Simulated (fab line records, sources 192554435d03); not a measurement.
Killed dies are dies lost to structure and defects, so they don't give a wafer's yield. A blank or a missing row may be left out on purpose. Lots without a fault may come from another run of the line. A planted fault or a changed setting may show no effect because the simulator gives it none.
Chamber matching | flow n5_finfet | N5_HKMG_FIN_STRIP_57 on rie_diel-03: 4 sister chambers
The step strips in CF4. 18 wafers are shown with their chamber, then 9 later ones without.

WAFERS WITH THEIR CHAMBER
wafer  | chamber | drypump_motor_current_A (A) | showerhead_plenum_p_Torr (Torr) | throttle_valve_pct (%)
L074.1 | 0       | 5.0                         | 1.78                            | 13.32
L074.5 | 0       | 5.0                         | 1.78                            | 13.33
L074.6 | 3       | 5.9                         | 1.69                            | 13.59
L075.3 | 2       | 5.7                         | 1.70                            | 13.82
L075.4 | 0       | 5.0                         | 1.78                            | 13.33
L075.6 | 0       | 5.0                         | 1.78                            | 13.33
L077.2 | 2       | 5.7                         | 1.70                            | 13.82
L077.3 | 3       | 6.0                         | 1.69                            | 13.58
L077.6 | 1       | 6.3                         | 1.76                            | 13.60
L078.1 | 2       | 5.7                         | 1.70                            | 13.82
L078.2 | 0       | 5.0                         | 1.78                            | 13.35
L078.4 | 1       | 6.3                         | 1.76                            | 13.61
L079.4 | 0       | 5.0                         | 1.78                            | 13.37
L079.5 | 3       | 5.9                         | 1.69                            | 13.60
L079.6 | 0       | 5.0                         | 1.78                            | 13.38
L086.3 | 1       | 6.3                         | 1.75                            | 13.63
L086.4 | 0       | 5.0                         | 1.77                            | 13.41
L086.5 | 1       | 6.3                         | 1.75                            | 13.64

SIGNATURES (means of the wafers above)
reading                  | chamber 0 | chamber 1 | chamber 2 | chamber 3 | scatter within a chamber
drypump_motor_current_A  | 5.000     | 6.300     | 5.700     | 5.933     | 0.0218
showerhead_plenum_p_Torr | 1.7788    | 1.7550    | 1.7000    | 1.6900    | 0.00366
throttle_valve_pct       | 13.3525   | 13.6200   | 13.8200   | 13.5900   | 0.0241
Rule: a wafer's distance from a chamber is the root of the sum, over the readings, of the square of ((its reading less the chamber's mean) divided by the reading's scatter). The wafer belongs to the nearest chamber; if the next one is less than 2 further off, it can't be placed. The scatter: the root of (the sum of the squares of (reading less its chamber's mean) over the shown wafers, divided by (wafers less chambers)).

WAFERS WITHOUT THEIR CHAMBER
wafer  | drypump_motor_current_A (A) | showerhead_plenum_p_Torr (Torr) | throttle_valve_pct (%)
L090.1 | 5.9                         | 1.68                            | 13.66
L090.4 | 6.3                         | 1.75                            | 13.66
L090.5 | 5.0                         | 1.77                            | 13.41
L093.1 | 5.0                         | 1.77                            | 13.42
L093.3 | 6.3                         | 1.75                            | 13.67
L093.4 | 5.7                         | 1.90                            | 13.31
L095.1 | 5.8                         | 1.90                            | 13.32
L095.4 | 5.0                         | 1.77                            | 13.43
L095.6 | 6.3                         | 1.75                            | 13.68

WHICH CHAMBER EACH WENT THROUGH
wafer  | from the rows above | in truth
L090.1 | 3                   | 3
L090.4 | 1                   | 1
L090.5 | 0                   | 0
L093.1 | 0                   | 0
L093.3 | 1                   | 1
L093.4 | 0                   | 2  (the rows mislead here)
L095.1 | 1                   | 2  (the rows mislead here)
L095.4 | 0                   | 0
L095.6 | 1                   | 1
Placed correctly: 7 of 9. Can't be placed from these rows: 0. Placed wrongly: 2.
